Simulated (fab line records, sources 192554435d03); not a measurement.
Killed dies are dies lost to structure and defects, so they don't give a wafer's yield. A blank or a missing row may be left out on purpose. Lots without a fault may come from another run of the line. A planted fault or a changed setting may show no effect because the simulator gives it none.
A struck lot beside a sound one | flow n5_finfet | 37 steps out of a route of 1938
Sound: wafers L834.3, L834.4, L834.6. Struck: wafers L837.1, L837.4, L837.5. The cause comes at the end.
At each step with rows: each side's tool, then ch and its chambers, then its first start. Under that, the readings that differ: sound wafers | struck wafers | difference of the means | sigmas: that difference in standard deviations of wafers without a fault.
alike: readings whose means differ by less than 2 such deviations, and words and numbers that are the same on both sides. not compared: withheld readings, readings that some wafer has no value for, bounds like >300 that may hide the same value, and numbers for which the record gives no deviation and whose values overlap.
The two part at a step that has a row with sigmas, a row that says differs or no value, or rows on one side only. Numbers that don't overlap but have no deviation are shown without sigmas and don't part them. A reading that every wafer of one side lacks parts them only if that side has two wafers or more.

first, 10 steps without rows for these wafers: N5_MOL_CONTACT_COAG_SIL_ANNEAL_21 (time 60 s); N5_MOL_CONTACT_COAG_PRE_CLEAN_141 (time 60 s); N5_MOL_CONTACT_COAG_SPUTTER_143 (material Co, target thk 2.5 nm); N5_MOL_CONTACT_COAG_CO_FILL_22 (material Co, precursor CCTBA/H2, target thk 20 nm); N5_MOL_CONTACT_COAG_ANNEAL_113 (time 300 s); N5_MOL_CONTACT_COAG_PRE_CLEAN_142 (time 60 s); N5_MOL_CONTACT_COAG_SPUTTER_130 (material Co, target thk 47.5 nm); N5_MOL_CONTACT_COAG_PRECLEAN_125 (cleans in DIW, time 57.5 s); N5_MOL_CONTACT_COAG_SRD_126 (dry time 32 s); N5_MOL_CONTACT_COAG_CMP_23 (polishes, stops on SiO2, t overpolish 1.5 s, target thk 0 nm).
N5_MOL_CONTACT_COAG_WET_ETCH_26: target Co, target depth 13 nm.
  sound on wet_bench-03 ch 3,5,6, day 4 21:27; struck on wet_bench-06 ch 3,5,7, day 5 21:28
then, 25 steps without rows for these wafers: N5_MOL_CONTACT_COAG_WET_ETCH_116 (etches the open film in SC1-inhibited, target depth 4.6 nm, rinse time 30 s); N5_MOL_CONTACT_COAG_ALD_27 (deposits SiOC, target thk 17 nm, pulse time 1.5 s, time 2720 s); N5_MOL_CONTACT_COAG_CMP_28 (polishes, stops on SiNx, t overpolish 0.85 s, target thk 14.522 nm); N5_MOL_CONTACT_COAG_ALD_123 (deposits SiNx, target thk 5 nm, pulse time 1 s, purge time 2 s); N5_MOL_CONTACT_COAG_PECVD_31 (deposits SiO2 from TEOS/O2, target thk 46 nm, time 8.9 s); N5_MOL_CONTACT_COAG_COAT_75 (time 60 s, resist thk 60 nm); N5_MOL_CONTACT_COAG_COAT_76 (time 60 s, resist thk 10 nm); N5_MOL_CONTACT_COAG_COAT_77 (time 60 s, resist thk 10 nm); N5_MOL_CONTACT_COAG_COAT_78 (resist thk 40 nm); N5_MOL_CONTACT_COAG_EBR_80; N5_MOL_CONTACT_COAG_SOFTBAKE_79 (time 60 s); N5_MOL_CONTACT_COAG_EXPOSE_81 (exposes mask VG, defocus 0 nm); N5_MOL_CONTACT_COAG_PEB_82 (peb time 60 s); N5_MOL_CONTACT_COAG_DEVELOP_83 (develop time 30 s); N5_MOL_CONTACT_COAG_DESCUM_88 (chemistry O2, time 7 s); N5_MOL_CONTACT_COAG_ETCH_89 (etches underlayer in N2/H2, target depth 13 nm, time 10.4 s); N5_MOL_CONTACT_COAG_ETCH_90 (etches SiARC in CF4, target depth 13 nm, time 21.7 s); N5_MOL_CONTACT_COAG_ALD_131 (deposits SiO2, target thk 5 nm, pulse time 1 s, co reactant pulse time 1 s); N5_MOL_CONTACT_COAG_ETCHBACK_132 (etches SiO2 in CHF3, target depth 10 nm, time 6.7 s); N5_MOL_CONTACT_COAG_ETCH_91 (etches SOC in N2/H2, target depth 60 nm, overetch 21 nm, time 101.2 s); N5_MOL_CONTACT_COAG_STRIP_92 (strips in N2/H2); N5_MOL_CONTACT_COAG_STRIP_93 (strips in N2/H2); N5_MOL_CONTACT_COAG_ETCHBACK_135 (etches SiO2 in CHF3, target depth 25 nm, time 16.7 s); N5_MOL_CONTACT_COAG_STRIP_118 (strips in CHF3); N5_MOL_CONTACT_COAG_VIA_ETCH_46 (etches SiO2 in C4F6/O2, target depth 46 nm, overetch 9.2 nm, time 40 s).
-- the record jumps here: 8 days lie between the struck wafers' starts before and after (it left off in module MOL_CONTACT_COAG and takes up again in module PASSIVATION, whose first step shown is number 1936 of the route) --
N5_PASSIVATION_PROBE_49:
  the record has rows for the struck wafers here (prober-02, day 13 11:28) and none for the sound ones

WHERE THEY PART
Only at N5_PASSIVATION_PROBE_49, within this record.

WHY: what the simulator had put in
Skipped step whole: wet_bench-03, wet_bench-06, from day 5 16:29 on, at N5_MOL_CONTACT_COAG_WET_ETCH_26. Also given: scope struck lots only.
